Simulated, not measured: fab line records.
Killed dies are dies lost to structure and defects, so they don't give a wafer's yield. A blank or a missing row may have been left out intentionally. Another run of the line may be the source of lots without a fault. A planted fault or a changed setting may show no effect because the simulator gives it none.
fab line records	flow n5-finfet
[record] lots = 24	wafers = 72	last-day = 18
route steps=1938 shown BEOL_M0_SAQP@634 BEOL_M0_CUTY@712 BEOL_M0@737
lots that met no fault: taken from a fault-free run of the same line
start-h: hours from the record's opening day to when the first of the lot's shown wafers began	wait-h: how many hours have passed since the lot's step before this one	" same as the row above	L1.1+2: a single row standing in for several wafers	- either no value or no given start	* or withheld: withheld	< > ~ a bound
route shown NAME@n: NAME is a module with steps in the file, n the number in the route of the first one	usual: mean/standard deviation taken from wafers without a fault	same: alike in all rows	chamber/n: place in a boat	sites: per-site readings	_std_site: the values' standard deviation	_edge_site: the outer-site mean with the inner-site mean subtracted	radius-mm: for every site, how far away it sits from the centre of the wafer	mask NAME#n: copy n	behind: the tool/chamber that last shaped the wafer	hold: the reason the lot was held/the length of the hold in hours/how it ended	device: names the non-switching transistor (n, p or np)	end of line: the route-end tests of the same wafers	step lacking rows: just its recipe	killed: dies lost to structure and defects at the first sort, not the wafer's yield	map: the dies of a wafer, with x for killed, . for not killed, _ for no die there
set.NAME: setting as actually run; set.NAME@STEP: the setting as run at that earlier step	model.NAME: the simulator's own value behind a step, which no gauge read
a sample of lots followed through the steps of the route, with each step as a table and each wafer as a row
services: the hour from which a tool's chamber was out of use, counted from the record's first day as start-h (under 0 if before that day), plus the number of hours and why
[[steps]]
[step N5_BEOL_M0_SAQP_HM_DEP_02]
[recipe] material = TiN	target-thk-a = 120	temp-c = 25	chamber-pressure-pa = 0.49996
[usual] throttle-valve-pct = 29.9/0.78
lot.wafer	tool	chamber	start-h	wait-h	throttle-valve-pct
L074.1	pvd-sputter-03	-	108.92	1.8	30.0
L074.4	"	-	"	"	30.9
L074.6	"	-	"	"	29.8
L075.2	pvd-sputter-01	-	115.56	3.6	30.3
L075.3	"	-	"	"	29.9
L075.6	"	-	"	"	30.0
L076.1	pvd-sputter-02	-	128.17	0.6	30.6
L076.3	"	-	"	"	29.0
L076.6	"	-	"	"	30.7
L078.2	pvd-sputter-01	-	131.40	0.9	29.5
L078.3	"	-	"	"	30.5
L078.5	"	-	"	"	30.1
L077.2	pvd-sputter-01	-	134.85	1.3	29.2
L077.4	"	-	"	"	29.9
L077.6	"	-	"	"	29.9
L079.1	pvd-sputter-03	-	139.83	1.2	31.3
L079.5	"	-	"	"	30.6
L079.6	"	-	"	"	29.6
L080.1	pvd-sputter-01	-	143.14	0.6	29.1
L080.3	"	-	"	"	30.0
L080.5	"	-	"	"	30.0
L081.1	pvd-sputter-02	-	147.80	1.4	28.9
L081.2	"	-	"	"	30.4
L081.4	"	-	"	"	27.7
L082.2	pvd-sputter-01	-	151.34	0.2	30.5
L082.3	"	-	"	"	30.0
L082.4	"	-	"	"	29.4
L083.1	pvd-sputter-01	-	162.57	0.8	30.0
L083.5	"	-	"	"	30.1
L083.6	"	-	"	"	30.2
L084.3	pvd-sputter-03	-	170.34	0.4	29.7
L084.4	"	-	"	"	30.0
L084.6	"	-	"	"	31.3
L085.1	pvd-sputter-01	-	174.31	1.2	29.3
L085.3	"	-	"	"	30.0
L085.5	"	-	"	"	30.1
L086.1	pvd-sputter-01	-	185.24	2.6	29.3
L086.3	"	-	"	"	29.9
L086.6	"	-	"	"	30.0
L087.2	pvd-sputter-01	-	186.44	0.8	29.1
L087.5	"	-	"	"	29.9
L087.6	"	-	"	"	30.5
L088.1	pvd-sputter-02	-	193.13	2.4	28.9
L088.4	"	-	"	"	27.8
L088.5	"	-	"	"	28.7
L089.1	pvd-sputter-02	-	194.03	0.3	27.4
L089.4	"	-	"	"	30.5
L089.6	"	-	"	"	30.6
L090.3	pvd-sputter-01	-	203.60	0.6	30.3
L090.4	"	-	"	"	29.8
L090.6	"	-	"	"	29.3
L091.2	pvd-sputter-01	-	207.38	0.6	30.0
L091.3	"	-	"	"	29.2
L091.5	"	-	"	"	29.2
L092.1	pvd-sputter-03	-	216.31	2.0	29.7
L092.2	"	-	"	"	30.6
L092.5	"	-	"	"	30.7
L093.3	pvd-sputter-02	-	217.41	0.1	27.8
L093.5	"	-	"	"	29.7
L093.6	"	-	"	"	30.7
L094.2	pvd-sputter-03	-	234.05	3.1	30.1
L094.3	"	-	"	"	30.9
L094.6	"	-	"	"	31.0
L095.2	pvd-sputter-01	-	234.94	1.0	30.5
L095.5	"	-	"	"	30.1
L095.6	"	-	"	"	29.2
L096.4	pvd-sputter-03	-	243.79	3.4	30.7
L096.5	"	-	"	"	30.9
L096.6	"	-	"	"	30.1
L097.2	pvd-sputter-01	-	245.62	0.1	30.4
L097.3	"	-	"	"	29.0
L097.6	"	-	"	"	30.1
[step N5_BEOL_M0_SAQP_DESCUM_19]
[recipe] chemistry = O2	time-s = 7.9	source-power-w = 50	bias-power-w = 20	pressure-mtorr = 20	rf-frequency-hz = 2.712e+07	temp-c = 40	resist = CAR-ArF	o2-flow-sccm = 225
[usual] drypump-motor-current-A = 5.7/0.46	o2-flow-sccm = 225.0/0.81	oes-product-au = 0.85/0.08	rf-vpp-V = 243.0/1.1	showerhead-plenum-p-Torr = 2.09/0.055	throttle-valve-pct = 20.26/0.18
lot.wafer	tool	chamber	start-h	wait-h	drypump-motor-current-A	o2-flow-sccm	oes-product-au	rf-hours-counter-h	rf-vpp-V	showerhead-plenum-p-Torr	throttle-valve-pct
L074.1	rie-diel-01	1	109.82	0.0	5.4	224.4	0.94	7	243.0	2.07	19.99
L074.4	"	1	"	"	5.4	225.1	0.94	-	242.5	2.07	19.98
L074.6	"	3	"	"	6.1	224.4	0.89	-	244.1	2.13	20.28
L075.2	rie-diel-03	3	116.75	0.3	6.5	223.9	0.95	11	243.8	2.23	20.28
L075.3	"	2	"	"	5.8	225.5	0.80	89	246.1	2.11	20.19
L075.6	"	1	"	"	6.6	225.1	0.78	-	242.9	2.07	20.26
L076.1	rie-diel-01	1	129.07	0.0	5.4	226.0	0.93	13	243.4	2.07	20.00
L076.3	"	2	"	"	5.3	225.1	1.02	0	241.8	2.07	20.24
L076.6	"	1	"	"	5.4	225.5	0.92	-	243.2	2.06	19.98
L078.2	rie-diel-03	2	132.50	0.2	5.8	224.3	0.80	93	242.6	2.11	20.21
L078.3	"	3	"	"	6.5	224.6	0.94	16	245.0	2.23	20.28
L078.5	"	1	"	"	6.6	225.3	0.78	-	243.1	2.07	20.29
L077.2	rie-diel-01	2	136.16	0.5	5.2	225.4	0.98	2	243.0	2.07	20.24
L077.4	"	3	"	"	6.0	225.0	0.88	33	244.2	2.13	20.28
L077.6	"	0	"	"	5.5	224.2	0.94	-	242.1	2.04	20.05
L079.1	rie-diel-03	3	141.14	0.6	6.5	225.5	0.93	17	244.8	2.23	20.28
L079.5	"	3	"	"	6.5	224.5	0.92	-	244.2	2.23	20.26
L079.6	"	0	"	"	6.1	224.2	0.86	-	244.7	2.11	20.35
L080.1	rie-diel-05	1	143.96	0.1	6.0	224.4	0.67	236	244.8	2.15	20.30
L080.3	"	2	"	"	5.0	224.3	0.87	58	241.5	2.03	20.34
L080.5	"	1	"	"	5.9	225.3	0.67	-	242.9	2.15	20.30
L081.1	rie-diel-01	1	148.71	0.0	5.4	224.7	0.90	22	244.5	2.06	20.00
L081.2	"	0	"	"	5.5	224.4	0.94	13	242.7	2.04	20.07
L081.4	"	3	"	"	6.1	226.3	0.87	37	242.9	2.13	20.30
L082.2	rie-diel-01	1	152.11	0.0	5.4	225.4	0.90	23	242.7	2.06	20.03
L082.3	"	2	"	"	5.3	225.8	0.95	9	243.1	2.07	20.26
L082.4	"	3	"	"	6.0	225.1	0.87	39	242.7	2.13	20.28
L083.1	rie-diel-01	3	163.51	0.0	6.0	224.7	0.86	43	242.9	2.13	20.29
L083.5	"	0	"	"	5.5	225.1	0.92	-	242.9	2.04	20.08
L083.6	"	1	"	"	5.4	225.3	0.88	-	243.5	2.06	20.00
L084.3	rie-diel-01	3	171.25	0.0	6.0	226.4	0.86	45	244.0	2.13	20.29
L084.4	"	1	"	"	5.4	224.1	0.90	29	242.6	2.06	20.03
L084.6	"	0	"	"	5.5	223.9	0.92	-	242.7	2.04	20.08
L085.1	rie-diel-05	2	175.57	0.4	5.0	225.1	0.86	67	243.2	2.03	20.37
L085.3	"	3	"	"	5.8	223.9	0.72	198	244.2	2.18	20.82
L085.5	"	3	"	"	5.8	224.7	0.72	-	243.0	2.18	20.83
L086.1	rie-diel-03	1	186.31	0.2	6.6	225.6	0.76	158	242.7	2.06	20.29
L086.3	"	2	"	"	5.8	224.8	0.78	110	243.8	2.11	20.23
L086.6	"	1	"	"	6.6	225.2	0.77	-	244.5	2.06	20.30
L087.2	rie-diel-01	0	187.90	0.6	5.5	226.2	0.91	26	242.5	2.04	20.10
L087.5	"	0	"	"	5.5	224.6	0.91	-	241.0	2.04	20.11
L087.6	"	1	"	"	5.4	225.1	0.88	-	242.8	2.06	20.03
L088.1	rie-diel-03	2	196.40	2.4	5.8	224.4	0.78	115	242.5	2.10	20.26
L088.4	"	0	"	"	6.1	225.3	0.83	66	243.3	2.10	20.39
L088.5	"	1	"	"	6.6	224.4	0.76	-	242.9	2.06	20.30
L089.1	rie-diel-01	2	197.18	2.3	5.3	226.0	0.91	25	242.8	2.06	20.29
L089.4	"	3	"	"	6.0	221.2	0.86	55	242.5	2.12	20.33
L089.6	"	2	"	"	5.3	225.3	0.91	-	242.4	2.06	20.29
L090.3	rie-diel-03	1	204.53	0.0	6.6	225.2	0.76	165	241.9	2.06	20.31
L090.4	"	0	"	"	6.0	224.9	0.83	69	244.5	2.10	20.40
L090.6	"	3	"	"	6.5	225.3	0.89	-	244.8	2.22	20.31
L091.2	rie-diel-01	3	208.25	0.0	6.0	225.5	0.85	60	243.5	2.12	20.34
L091.3	"	1	"	"	5.4	224.3	0.87	43	241.6	2.05	20.03
L091.5	"	0	"	"	5.5	225.8	0.90	-	242.2	2.03	20.11
L092.1	rie-diel-01	0	217.25	0.2	5.5	224.5	0.88	38	242.5	2.03	20.12
L092.2	"	3	"	"	6.0	225.1	0.83	63	243.9	2.12	20.34
L092.5	"	0	"	"	5.5	225.0	0.89	-	244.8	2.03	20.12
L093.3	rie-diel-01	2	218.19	0.0	5.3	223.9	0.90	33	242.3	2.06	20.30
L093.5	"	2	"	"	5.3	223.7	0.89	-	242.3	2.06	20.30
L093.6	"	3	"	"	6.1	225.4	0.85	-	244.2	2.12	20.33
L094.2	rie-diel-05	2	235.12	0.1	5.0	225.2	0.83	82	241.8	2.02	20.39
L094.3	"	0	"	"	5.1	225.7	0.70	198	241.1	2.01	20.47
L094.6	"	2	"	"	5.0	224.9	0.83	-	243.4	2.02	20.40
L095.2	rie-diel-01	2	235.84	0.0	5.2	225.8	0.89	37	242.5	2.06	20.30
L095.5	"	0	"	"	5.5	223.2	0.89	-	242.0	2.03	20.12
L095.6	"	3	"	"	6.1	226.3	0.84	-	243.5	2.12	20.35
L096.4	rie-diel-05	0	244.61	0.0	5.1	225.5	0.70	201	241.4	2.01	20.46
L096.5	"	1	"	"	6.0	225.6	1.04	-	244.7	2.14	19.96
L096.6	"	2	"	"	5.0	225.7	0.83	-	243.7	2.02	20.40
L097.2	rie-diel-03	2	246.49	0.0	5.8	226.4	0.77	130	242.9	2.10	20.27
L097.3	"	0	"	"	6.1	224.0	0.81	81	242.7	2.10	20.41
L097.6	"	2	"	"	5.8	226.4	0.77	-	243.2	2.10	20.25
[step N5_BEOL_M0_SAQP_RECESS_114]
[recipe] chemistry = HF/NH3	target = SiO2	target-depth-a = 144	afs-cycles = 3	temp-c = 30	sublimation-temp-c = 180	sublimation-time-s = 60
[usual] drypump-motor-current-A = 6.16/0.18
lot.wafer	tool	chamber	start-h	wait-h	drypump-motor-current-A
L074.1	vapor-etch-02	1	110.33	0.0	6.42
L074.4	"	1	"	"	6.41
L074.6	"	1	"	"	6.43
L075.2	vapor-etch-01	0	117.43	0.0	5.89
L075.3	"	0	"	"	5.92
L075.6	"	1	"	"	6.20
L076.1	vapor-etch-02	1	129.58	0.0	6.41
L076.3	"	1	"	"	6.40
L076.6	"	0	"	"	6.12
L078.2	vapor-etch-01	0	133.00	0.0	5.86
L078.3	"	1	"	"	6.13
L078.5	"	0	"	"	5.95
L077.2	vapor-etch-01	1	136.85	0.1	6.16
L077.4	"	1	"	"	6.18
L077.6	"	1	"	"	6.19
L079.1	vapor-etch-01	0	141.75	0.0	5.94
L079.5	"	0	"	"	5.93
L079.6	"	1	"	"	6.17
L080.1	vapor-etch-01	0	144.47	0.0	5.87
L080.3	"	1	"	"	6.14
L080.5	"	1	"	"	6.13
L081.1	vapor-etch-02	0	149.35	0.2	6.13
L081.2	"	1	"	"	6.41
L081.4	"	1	"	"	6.42
L082.2	vapor-etch-02	1	152.86	0.0	6.42
L082.3	"	0	"	"	6.10
L082.4	"	1	"	"	6.43
L083.1	vapor-etch-02	0	164.02	0.0	6.13
L083.5	"	1	"	"	6.42
L083.6	"	0	"	"	6.15
L084.3	vapor-etch-01	0	171.88	0.1	5.95
L084.4	"	1	"	"	6.13
L084.6	"	1	"	"	6.15
L085.1	vapor-etch-02	0	176.09	0.0	6.13
L085.3	"	0	"	"	6.11
L085.5	"	0	"	"	6.12
L086.1	vapor-etch-02	0	186.99	0.0	6.14
L086.3	"	0	"	"	6.13
L086.6	"	1	"	"	6.42
L087.2	vapor-etch-02	1	188.67	0.0	6.41
L087.5	"	0	"	"	6.12
L087.6	"	1	"	"	6.41
L088.1	vapor-etch-01	1	197.03	0.0	6.14
L088.4	"	0	"	"	5.93
L088.5	"	1	"	"	6.15
L089.1	vapor-etch-01	0	198.06	0.0	5.89
L089.4	"	1	"	"	6.18
L089.6	"	1	"	"	6.19
L090.3	vapor-etch-02	1	205.21	0.1	6.41
L090.4	"	0	"	"	6.12
L090.6	"	1	"	"	6.41
L091.2	vapor-etch-02	0	208.78	0.0	6.15
L091.3	"	0	"	"	6.13
L091.5	"	0	"	"	6.15
L092.1	vapor-etch-02	0	217.95	0.2	6.14
L092.2	"	1	"	"	6.41
L092.5	"	1	"	"	6.41
L093.3	vapor-etch-01	1	218.82	0.1	6.13
L093.5	"	1	"	"	6.14
L093.6	"	0	"	"	5.91
L094.2	vapor-etch-02	0	235.64	0.0	6.16
L094.3	"	1	"	"	6.41
L094.6	"	0	"	"	6.15
L095.2	vapor-etch-01	1	236.35	0.0	6.17
L095.5	"	0	"	"	5.90
L095.6	"	1	"	"	6.18
L096.4	vapor-etch-02	0	245.57	0.4	6.13
L096.5	"	0	"	"	6.12
L096.6	"	1	"	"	6.43
L097.2	vapor-etch-01	0	246.99	0.0	5.94
L097.3	"	1	"	"	6.14
L097.6	"	0	"	"	5.93
[step N5_BEOL_M0_SAQP_OVL_MEAS_41]
[recipe] points-per-wafer = 522
[usual] M0_CUT1_OVL = -0.3/0.58
lot.wafer	tool	chamber	start-h	wait-h	M0_CUT1_OVL[nm]
L074.1	overlay-01	0	115.92	0.0	-0.7
L074.4	"	0	"	"	-0.5
L074.6	"	0	"	"	-0.7
L075.2	overlay-01	0	120.83	0.0	-0.6
L075.3	"	0	"	"	-0.8
L075.6	"	0	"	"	-0.4
L076.1	overlay-01	0	134.53	0.0	-0.4
L076.3	"	0	"	"	0.3
L076.6	"	0	"	"	0.1
L078.2	overlay-02	0	136.66	0.0	0.4
L078.3	"	0	"	"	0.2
L078.5	"	0	"	"	-0.1
L077.2	overlay-02	0	142.39	0.0	0.7
L077.4	"	0	"	"	-0.4
L077.6	"	0	"	"	-0.2
L079.1	overlay-01	0	145.43	0.0	-1.0
L079.5	"	0	"	"	-1.1
L079.6	"	0	"	"	-0.6
L080.1	overlay-01	0	147.91	0.0	-0.8
L080.3	"	0	"	"	0.5
L080.5	"	0	"	"	0.2
L081.1	overlay-02	0	152.87	0.0	-1.1
L081.2	"	0	"	"	-0.5
L081.4	"	0	"	"	-0.2
L082.2	overlay-02	0	156.04	0.0	0.1
L082.3	"	0	"	"	0.1
L082.4	"	0	"	"	-0.2
L083.1	overlay-02	0	167.76	0.0	-0.8
L083.5	"	0	"	"	0.3
L083.6	"	0	"	"	0.6
L084.3	overlay-02	0	175.43	0.0	-0.8
L084.4	"	0	"	"	-0.3
L084.6	"	0	"	"	-0.7
L085.1	overlay-01	0	180.01	0.0	0.3
L085.3	"	0	"	"	0.0
L085.5	"	0	"	"	0.2
L086.1	overlay-02	0	191.32	0.0	-0.7
L086.3	"	0	"	"	-0.8
L086.6	"	0	"	"	0.2
L087.2	overlay-02	0	192.37	0.0	-1.3
L087.5	"	0	"	"	-0.4
L087.6	"	0	"	"	-1.1
L088.1	overlay-01	0	200.48	0.0	0.0
L088.4	"	0	"	"	-0.1
L088.5	"	0	"	"	-0.8
L089.1	overlay-02	0	201.46	0.0	0.3
L089.4	"	0	"	"	0.8
L089.6	"	0	"	"	0.2
L090.3	overlay-02	0	209.21	0.0	-0.4
L090.4	"	0	"	"	0.5
L090.6	"	0	"	"	-0.6
L091.2	overlay-02	0	212.66	0.0	-1.1
L091.3	"	0	"	"	-1.3
L091.5	"	0	"	"	-1.4
L092.1	overlay-02	0	221.95	0.0	-0.1
L092.2	"	0	"	"	0.1
L092.5	"	0	"	"	-0.3
L093.3	overlay-02	0	222.43	0.0	-0.1
L093.5	"	0	"	"	-0.4
L093.6	"	0	"	"	-0.6
L094.2	overlay-02	0	238.80	0.0	-0.7
L094.3	"	0	"	"	-1.2
L094.6	"	0	"	"	-1.5
L095.2	overlay-01	0	240.11	0.0	-0.8
L095.5	"	0	"	"	-0.8
L095.6	"	0	"	"	0.2
L096.4	overlay-02	0	249.35	0.0	-1.4
L096.5	"	0	"	"	0.0
L096.6	"	0	"	"	-0.9
L097.2	overlay-01	0	250.62	0.0	0.6
L097.3	"	0	"	"	0.2
L097.6	"	0	"	"	0.3
[step N5_BEOL_M0_CUTY_ETCH_62]
[recipe] chemistry = CF4	target = SiARC	mask-material = CAR-ArF-block	time-s = 58.5	ion-energy-ev = 80	pressure-mtorr = 40	source-w = 545	bias-w = 36	Ar_flow_sccm = 100	cf4-flow-sccm = 100	ends = cleared
[usual] drypump-motor-current-A = 6.0/0.47	etch-rf-on-time-s = 59.6/1.6	oes-product-au = 0.65/0.069	rf-vpp-V = 184.0/1.2	showerhead-plenum-p-Torr = 2.14/0.071	throttle-valve-pct = 15.60/0.2
lot.wafer	tool	chamber	start-h	wait-h	drypump-motor-current-A	etch-rf-on-time-s	oes-product-au	rf-hours-counter-h	rf-vpp-V	showerhead-plenum-p-Torr	throttle-valve-pct
L074.1	rie-diel-02	1	117.60	0.0	6.3	59.7	0.72	51	183.4	2.18	15.52
L074.4	"	3	"	"	6.8	61.9	0.57	211	183.7	2.11	16.01
L074.6	"	0	"	"	5.8	59.5	0.63	-	182.7	2.04	15.43
L075.2	rie-diel-06	2	123.28	0.0	5.0	58.3	0.64	186	183.6	2.13	15.58
L075.3	"	0	"	"	6.4	59.7	0.67	105	183.3	2.17	15.43
L075.6	"	2	"	"	4.9	58.2	0.63	-	182.6	2.13	15.57
L076.1	rie-diel-04	1	136.45	0.0	5.8	61.8	0.58	235	183.6	2.18	15.73
L076.3	"	3	"	"	5.8	55.6	0.61	231	182.8	2.05	15.52
L076.6	"	1	"	"	5.9	61.9	0.58	-	184.4	2.18	15.73
L078.2	rie-diel-04	0	139.91	0.0	5.9	59.5	0.78	21	184.4	2.24	15.51
L078.3	"	2	"	"	6.0	57.4	0.73	58	185.4	2.26	15.54
L078.5	"	1	"	"	5.8	62.1	0.58	-	185.8	2.18	15.74
L077.2	rie-diel-06	2	144.21	0.0	4.9	58.7	0.63	196	184.5	2.13	15.61
L077.4	"	0	"	"	6.4	60.1	0.65	-	185.3	2.17	15.45
L077.6	"	1	"	"	5.8	61.2	0.70	-	184.1	2.08	15.37
L079.1	rie-diel-02	3	147.12	0.0	6.8	61.4	0.57	224	184.5	2.11	16.04
L079.5	"	0	"	"	5.8	59.6	0.63	-	182.7	2.04	15.46
L079.6	"	2	"	"	5.9	58.5	0.60	-	184.4	2.14	15.81
L080.1	rie-diel-04	1	149.57	0.0	5.8	61.5	0.59	241	184.9	2.18	15.73
L080.3	"	0	"	"	5.9	60.1	0.76	26	185.0	2.24	15.54
L080.5	"	2	"	"	6.0	57.5	0.73	-	185.3	2.26	15.53
L081.1	rie-diel-04	0	154.83	0.0	5.9	60.1	0.76	27	186.3	2.24	15.52
L081.2	"	2	"	"	5.9	57.7	0.73	65	185.4	2.26	15.53
L081.4	"	1	"	"	5.8	62.2	0.58	244	183.4	2.18	15.74
L082.2	rie-diel-02	3	157.56	0.0	6.8	60.7	0.57	229	183.3	2.10	16.07
L082.3	"	0	"	"	5.8	59.8	0.62	175	182.2	2.04	15.48
L082.4	"	0	"	"	5.8	59.9	0.62	-	183.0	2.04	15.48
L083.1	rie-diel-04	2	170.92	0.0	6.0	57.5	0.72	73	185.5	2.25	15.57
L083.5	"	0	"	"	5.9	60.1	0.75	-	185.5	2.24	15.52
L083.6	"	3	"	"	5.8	55.9	0.60	-	182.5	2.04	15.55
L084.3	rie-diel-06	2	177.01	0.0	4.9	58.8	0.62	214	184.0	2.12	15.62
L084.4	"	0	"	"	6.4	60.0	0.64	-	184.0	2.16	15.50
L084.6	"	2	"	"	4.9	58.8	0.62	-	184.3	2.12	15.62
L085.1	rie-diel-06	2	182.10	0.0	4.9	59.1	0.61	217	183.6	2.12	15.63
L085.3	"	1	"	"	5.7	61.1	0.68	91	182.6	2.08	15.41
L085.5	"	2	"	"	4.9	58.7	0.62	-	183.1	2.12	15.63
L086.1	rie-diel-02	3	192.96	0.0	6.8	61.7	0.56	237	183.5	2.10	16.06
L086.3	"	1	"	"	6.3	59.2	0.71	63	185.0	2.18	15.56
L086.6	"	0	"	"	5.8	60.2	0.61	-	182.6	2.03	15.51
L087.2	rie-diel-02	3	195.58	0.0	6.8	62.0	0.56	237	184.2	2.10	16.06
L087.5	"	2	"	"	5.8	58.8	0.59	-	183.5	2.13	15.83
L087.6	"	1	"	"	6.3	59.7	0.71	-	184.0	2.18	15.54
L088.1	rie-diel-06	1	202.01	0.0	5.8	61.1	0.67	99	183.6	2.07	15.44
L088.4	"	3	"	"	6.4	59.1	0.66	140	184.3	2.24	15.57
L088.5	"	3	"	"	6.4	59.7	0.66	-	185.8	2.24	15.58
L089.1	rie-diel-06	2	203.05	0.0	4.9	59.0	0.61	223	184.3	2.12	15.63
L089.4	"	0	"	"	6.4	59.3	0.64	144	184.9	2.16	15.51
L089.6	"	3	"	"	6.4	58.8	0.66	-	186.8	2.24	15.56
L090.3	rie-diel-02	0	211.12	0.0	5.8	59.6	0.61	191	183.4	2.03	15.49
L090.4	"	3	"	"	6.8	60.8	0.56	245	185.2	2.10	16.08
L090.6	"	0	"	"	5.8	59.7	0.61	-	183.0	2.03	15.53
L091.2	rie-diel-02	1	214.18	0.0	6.3	59.3	0.71	71	185.0	2.17	15.56
L091.3	"	3	"	"	6.8	60.8	0.56	246	182.6	2.10	16.09
L091.5	"	1	"	"	6.4	59.1	0.71	-	185.5	2.17	15.56
L092.1	rie-diel-02	3	224.11	0.0	6.8	61.4	0.56	251	183.4	2.10	16.10
L092.2	"	0	"	"	5.8	60.7	0.60	197	182.3	2.03	15.51
L092.5	"	3	"	"	6.8	62.0	0.55	-	183.2	2.10	16.10
L093.3	rie-diel-06	3	225.60	0.0	6.4	59.4	0.66	148	185.2	2.24	15.59
L093.5	"	3	"	"	6.4	59.4	0.65	-	184.7	2.24	15.59
L093.6	"	0	"	"	6.4	59.6	0.63	-	182.6	2.15	15.53
L094.2	rie-diel-02	2	240.64	0.0	5.8	59.8	0.86	2	184.5	2.13	15.35
L094.3	"	0	"	"	5.8	60.1	0.60	204	182.0	2.03	15.55
L094.6	"	2	"	"	5.9	59.6	0.85	-	182.4	2.13	15.34
L095.2	rie-diel-02	0	241.50	0.0	5.8	60.2	0.60	204	183.2	2.03	15.53
L095.5	"	2	"	"	5.9	59.2	0.85	-	182.4	2.13	15.37
L095.6	"	1	"	"	6.3	59.7	0.69	-	185.2	2.17	15.58
L096.4	rie-diel-04	2	250.78	0.0	6.0	57.8	0.69	103	185.9	2.24	15.61
L096.5	"	2	"	"	5.9	57.9	0.69	-	184.3	2.24	15.61
L096.6	"	3	"	"	5.8	55.1	0.83	-	186.9	2.29	15.08
L097.2	rie-diel-06	3	253.32	0.0	6.4	59.4	0.65	159	182.4	2.23	15.61
L097.3	"	2	"	"	4.9	59.0	0.60	241	183.0	2.11	15.68
L097.6	"	0	"	"	6.4	59.6	0.63	-	183.8	2.15	15.54
[step N5_BEOL_M0_ANNEAL_133]
[recipe] temp-c = 400	time-s = 60	ambient = vacuum
[usual] heater-power-w = 828/110	susceptor_temp_C_max = 400.9/0.43
lot.wafer	tool	chamber	start-h	wait-h	heater-power-w	susceptor_temp_C_max
L074.1	pvd-sputter-03	-	121.82	0.0	775	400.5
L074.4	"	-	"	"	734	400.2
L074.6	"	-	"	"	780	401.0
L075.2	pvd-sputter-02	-	127.43	0.0	959	400.7
L075.3	"	-	"	"	747	401.1
L075.6	"	-	"	"	771	401.0
L076.1	pvd-sputter-01	-	139.63	0.0	765	401.6
L076.3	"	-	"	"	873	401.7
L076.6	"	-	"	"	843	401.1
L078.2	pvd-sputter-03	-	143.95	0.0	789	400.9
L078.3	"	-	"	"	654	400.9
L078.5	"	-	"	"	726	400.9
L077.2	pvd-sputter-02	-	150.30	0.0	975	400.7
L077.4	"	-	"	"	790	400.6
L077.6	"	-	"	"	764	401.1
L079.1	pvd-sputter-02	-	150.74	0.0	1018	400.5
L079.5	"	-	"	"	971	400.6
L079.6	"	-	"	"	1015	401.0
L080.1	pvd-sputter-02	-	155.17	0.0	1023	402.0
L080.3	"	-	"	"	817	400.5
L080.5	"	-	"	"	782	400.3
L081.1	pvd-sputter-01	-	159.79	0.0	914	401.8
L081.2	"	-	"	"	822	401.2
L081.4	"	-	"	"	872	401.4
L082.2	pvd-sputter-03	-	165.74	0.0	653	401.0
L082.3	"	-	"	"	937	400.9
L082.4	"	-	"	"	769	400.8
L083.1	pvd-sputter-03	-	175.33	0.0	647	401.3
L083.5	"	-	"	"	739	400.2
L083.6	"	-	"	"	922	400.8
L084.3	pvd-sputter-03	-	181.14	0.0	903	401.2
L084.4	"	-	"	"	654	401.0
L084.6	"	-	"	"	781	400.6
L085.1	pvd-sputter-02	-	189.37	0.0	762	400.6
L085.3	"	-	"	"	1001	401.7
L085.5	"	-	"	"	997	401.5
L086.1	pvd-sputter-01	-	196.43	0.0	829	400.5
L086.3	"	-	"	"	924	401.3
L086.6	"	-	"	"	763	401.6
L087.2	pvd-sputter-02	-	199.47	0.0	802	400.5
L087.5	"	-	"	"	984	400.9
L087.6	"	-	"	"	804	400.5
L088.1	pvd-sputter-01	-	206.80	0.0	764	402.0
L088.4	"	-	"	"	956	402.5
L088.5	"	-	"	"	762	402.3
L089.1	pvd-sputter-03	-	207.18	0.0	667	400.9
L089.4	"	-	"	"	939	400.8
L089.6	"	-	"	"	779	400.9
L091.2	pvd-sputter-02	-	217.74	0.0	969	400.6
L091.3	"	-	"	"	799	400.4
L091.5	"	-	"	"	802	400.3
L090.3	pvd-sputter-03	-	219.40	0.0	926	400.2
L090.4	"	-	"	"	795	400.2
L090.6	"	-	"	"	660	401.0
L093.3	pvd-sputter-02	-	230.21	0.0	1018	400.9
L093.5	"	-	"	"	776	400.9
L093.6	"	-	"	"	960	400.5
L092.1	pvd-sputter-03	-	234.43	0.0	924	401.0
L092.2	"	-	"	"	790	400.8
L092.5	"	-	"	"	806	401.1
L094.2	pvd-sputter-02	-	246.24	0.0	981	400.3
L094.3	"	-	"	"	768	400.8
L094.6	"	-	"	"	758	401.0
L095.2	pvd-sputter-03	-	246.27	0.0	713	400.7
L095.5	"	-	"	"	952	400.7
L095.6	"	-	"	"	728	400.7
L097.2	pvd-sputter-03	-	257.75	0.0	729	400.9
L097.3	"	-	"	"	926	400.4
L097.6	"	-	"	"	789	400.4
L096.4	pvd-sputter-03	-	258.19	0.0	737	400.5
L096.5	"	-	"	"	739	400.5
L096.6	"	-	"	"	662	401.1
[[services]]
tool	chamber	start-h	hours	kind
rie-diel-01	3	87.47	5.0	repair
vapor-etch-01	-	89.86	2.1	repair
rie-diel-01	0	94.99	-	clean
rie-diel-01	0	94.99	-	consumable-replace:focus-ring
rie-diel-01	0	94.99	15.5	scheduled-down
rie-diel-02	2	98.16	2.6	repair
pvd-sputter-03	-	114.05	5.8	repair
rie-diel-02	3	114.24	1.8	repair
rie-diel-01	-	116.47	2.8	pm
rie-diel-05	0	118.41	3.1	repair
rie-diel-03	-	134.45	2.8	pm
rie-diel-04	-	137.64	1.0	repair
pvd-sputter-02	-	138.18	3.5	repair
rie-diel-05	-	139.00	2.8	pm
rie-diel-02	-	158.13	14.6	pm
rie-diel-05	3	158.44	5.2	repair
vapor-etch-02	1	165.05	5.2	repair
rie-diel-05	-	183.76	15.6	pm
rie-diel-06	2	189.17	6.4	repair
rie-diel-06	-	195.09	0.2	repair
rie-diel-05	0	200.72	8.9	repair
rie-diel-05	1	203.12	7.6	repair
rie-diel-05	3	215.05	2.0	repair
rie-diel-03	3	256.81	3.9	repair
[[key]]
fault none
